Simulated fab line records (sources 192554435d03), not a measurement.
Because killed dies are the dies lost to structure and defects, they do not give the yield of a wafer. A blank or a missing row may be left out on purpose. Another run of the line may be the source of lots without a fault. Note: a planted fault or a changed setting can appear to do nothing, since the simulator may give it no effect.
Split-lot experiment ; flow n5 finfet ; 7 lots, 21 wafers read, on a route of 1938 steps

== THE SPLIT ==
At N5_BEOL_M9_ILD_DEP_00 (deposits SiCOH lowk from DEMS/porogen, target thk 308.51 nm, time 58 s), the setting time s was moved away from the recipe's 58 s on 6 of the 21 wafers read, by -14.8% to +14.4%. The other wafers ran this setting at the recipe's value.

== FROM SPLIT TO READING: 1 step shown by the file between the two ==
- N5_BEOL_M9_CURE_71: cures SiCOH lowk, time 240 s

== THE READING ==
M9_ILD_THK, in nm, at N5_BEOL_M9_THK_MEAS_01. On this fab line, fault-free wafers typically give 269 nm with a standard deviation of 3.5 nm.

wafer;tool, chamber at the split;time s as run, s;against the recipe;M9_ILD_THK, nm;against lot-mates on the recipe
L075.3;pecvd-02, 0;62.43;+7.6%;290;+18
L075.4;pecvd-02, 1;58;recipe;275;-
L075.5;pecvd-02, 0;58;recipe;270;-
L077.1;pecvd-02, 2;58;recipe;266;-
L077.3;pecvd-02, 0;58;recipe;264;-
L077.5;pecvd-02, 0;58;recipe;271;-
L080.1;pecvd-02, 2;58;recipe;266;-
L080.3;pecvd-02, 0;58;recipe;267;-
L080.4;pecvd-02, 1;58;recipe;269;-
L082.3;pecvd-04, 1;58;recipe;261;-
L082.4;pecvd-04, 2;58;recipe;267;-
L082.5;pecvd-04, 1;58;recipe;269;-
L087.4;pecvd-01, 2;66.34;+14.4%;309;+37
L087.5;pecvd-01, 1;66.34;+14.4%;309;+37
L087.6;pecvd-01, 0;58;recipe;272;-
L091.2;pecvd-02, 2;58;recipe;268;-
L091.3;pecvd-02, 0;54.24;-6.5%;255;-14
L091.4;pecvd-02, 2;58;recipe;270;-
L090.3;pecvd-02, 2;49.42;-14.8%;228;-44
L090.4;pecvd-02, 0;49.42;-14.8%;229;-43
L090.6;pecvd-02, 0;58;recipe;272;-

THE FIT
A straight line over all 21 wafers: M9_ILD_THK changes by +2.73 nm for each +1% of time s; r = +0.99; the points scatter about the line by 3.2 nm.
The same after taking each lot's own level away (the mean of its wafers on the recipe; 21 wafers): +2.71 nm for each +1%; r = +0.99; scatter 2.6 nm.
The reading moves by 40 nm for the largest change in time s, on that fit.
Across the lots, their own levels run from 265.7 to 272.5 nm, a range of 2.0 times the standard deviation given above.
The two slopes are in agreement: the lot-to-lot level therefore moves the slope only a little.
Check: with one of the wafers moved furthest among these (-14.8%) left out of the fit, the line predicts -39.2 nm for it against its lot-mates. It came out at -44 nm against them.

== OTHER SPLITS ON THESE WAFERS ==
These wafers also went through other splits before the reading. Each is held against what the fit with the lots' levels taken away leaves over:
other split on the same wafers;wafers away from the commonest value;r with M9_ILD_THK (lot level and that fit taken away)
N5_BEOL_M8_ETCH_61 bias w;7;+0.08

== THE WHOLE CHAIN: every reading that the file lists as answering this split, in the file's order ==
step;what it does;reading;change (the file's fit);r (the file's)
N5_BEOL_M9_ILD_DEP_00;deposits SiCOH lowk from DEMS/porogen, target thk 308.51 nm, time 58 s;SiCOH_lowk_of_BEOL_M9_ILD_DEP_00.thk nm (the simulator's own value, which no gauge read);+2.97 nm for each +1% of the setting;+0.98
N5_BEOL_M9_CURE_71;cures SiCOH lowk, time 240 s;SiCOH_lowk_of_BEOL_M9_ILD_DEP_00.thk nm (the simulator's own value, which no gauge read);+2.63 nm for each +1% of the setting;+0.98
N5_BEOL_M9_THK_MEAS_01;;M9_ILD_THK;+2.64 for each +1% of the setting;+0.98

== THE FILE'S OWN FIT ==
M9_ILD_THK changes by +2.64 nm for each +1% of time s, r = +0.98.
